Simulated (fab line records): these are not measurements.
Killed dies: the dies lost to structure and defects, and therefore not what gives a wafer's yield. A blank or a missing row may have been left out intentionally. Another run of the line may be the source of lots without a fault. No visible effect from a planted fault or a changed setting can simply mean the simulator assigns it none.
Matching of chambers :: flow nand-harc :: NHARC_A_M1_STRIP_18 on rie-diel-12: 4 sister chambers
The step strips in N2/H2. 14 wafers are shown with their chamber, then 7 later ones without.

## WAFERS PAIRED WITH THEIR CHAMBERS
wafer: L834.1
chamber: 3
drypump-motor-current-A (A): 5.6
oes-product-au (a.u.): 1.007
rf-vpp-V (V): 91.6

wafer: L834.4
chamber: 0
drypump-motor-current-A (A): 5.6
oes-product-au (a.u.): 1.014
rf-vpp-V (V): 91.2

wafer: L834.6
chamber: 1
drypump-motor-current-A (A): 6.2
oes-product-au (a.u.): 0.994
rf-vpp-V (V): 90.4

wafer: L831.2
chamber: 2
drypump-motor-current-A (A): 6.2
oes-product-au (a.u.): 1.019
rf-vpp-V (V): 90.4

wafer: L831.5
chamber: 2
drypump-motor-current-A (A): 6.2
oes-product-au (a.u.): 1.021
rf-vpp-V (V): 91.1

wafer: L831.6
chamber: 1
drypump-motor-current-A (A): 6.2
oes-product-au (a.u.): 1.002
rf-vpp-V (V): 88.8

wafer: L836.1
chamber: 1
drypump-motor-current-A (A): 6.2
oes-product-au (a.u.): 0.988
rf-vpp-V (V): 90.8

wafer: L836.2
chamber: 3
drypump-motor-current-A (A): 5.6
oes-product-au (a.u.): 1.012
rf-vpp-V (V): 91.6

wafer: L836.5
chamber: 3
drypump-motor-current-A (A): 5.6
oes-product-au (a.u.): 1.020
rf-vpp-V (V): 91.6

wafer: L847.1
chamber: 3
drypump-motor-current-A (A): 5.6
oes-product-au (a.u.): 1.011
rf-vpp-V (V): 92.2

wafer: L847.2
chamber: 1
drypump-motor-current-A (A): 6.2
oes-product-au (a.u.): 1.005
rf-vpp-V (V): 89.4

wafer: L847.6
chamber: 3
drypump-motor-current-A (A): 5.6
oes-product-au (a.u.): 1.020
rf-vpp-V (V): 91.4

wafer: L844.1
chamber: 2
drypump-motor-current-A (A): 6.1
oes-product-au (a.u.): 1.012
rf-vpp-V (V): 92.6

wafer: L844.3
chamber: 1
drypump-motor-current-A (A): 6.2
oes-product-au (a.u.): 0.998
rf-vpp-V (V): 90.4

SIGNATURES (averages over the wafers above)
reading: drypump-motor-current-A
chamber 0: 5.600
chamber 1: 6.200
chamber 2: 6.167
chamber 3: 5.600
scatter within a chamber: 0.0258

reading: oes-product-au
chamber 0: 1.01400
chamber 1: 0.99740
chamber 2: 1.01733
chamber 3: 1.01400
scatter within a chamber: 0.00598

reading: rf-vpp-V
chamber 0: 91.200
chamber 1: 89.960
chamber 2: 91.367
chamber 3: 91.680
scatter within a chamber: 0.751
Rule: distance of a wafer from a chamber = root of the sum over the readings of ((wafer's reading minus chamber's mean) / reading's scatter) squared. If the next closest chamber is less than 2 further off than the closest, the wafer can't be placed; otherwise it belongs to the closest. How the scatter is found: for the shown wafers, subtract from each reading the mean of its chamber, square and add these, divide the total by (wafers less chambers), then take the root.

## WAFERS WITHOUT THEIR CHAMBER
wafer: L844.6
drypump-motor-current-A (A): 6.2
oes-product-au (a.u.): 1.000
rf-vpp-V (V): 90.6

wafer: L851.1
drypump-motor-current-A (A): 6.2
oes-product-au (a.u.): 1.014
rf-vpp-V (V): 90.5

wafer: L851.2
drypump-motor-current-A (A): 6.2
oes-product-au (a.u.): 1.001
rf-vpp-V (V): 90.0

wafer: L851.6
drypump-motor-current-A (A): 5.6
oes-product-au (a.u.): 1.015
rf-vpp-V (V): 91.4

wafer: L852.3
drypump-motor-current-A (A): 6.2
oes-product-au (a.u.): 0.990
rf-vpp-V (V): 88.9

wafer: L852.4
drypump-motor-current-A (A): 5.6
oes-product-au (a.u.): 0.991
rf-vpp-V (V): 90.7

wafer: L852.6
drypump-motor-current-A (A): 6.2
oes-product-au (a.u.): 0.982
rf-vpp-V (V): 89.2

## CHAMBER TAKEN BY EACH
wafer: L844.6
from the rows above: 1
in truth: 1

wafer: L851.1
from the rows above: can't be placed: 2 or 1
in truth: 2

wafer: L851.2
from the rows above: 1
in truth: 1

wafer: L851.6
from the rows above: can't be placed: 0 or 3
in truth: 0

wafer: L852.3
from the rows above: 1
in truth: 1

wafer: L852.4
from the rows above: can't be placed: 0 or 3
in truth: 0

wafer: L852.6
from the rows above: 1
in truth: 1
Correctly placed: 4 of 7. These rows do not allow placing 3 (true chamber among the candidates in 3). Number placed wrongly: 0.
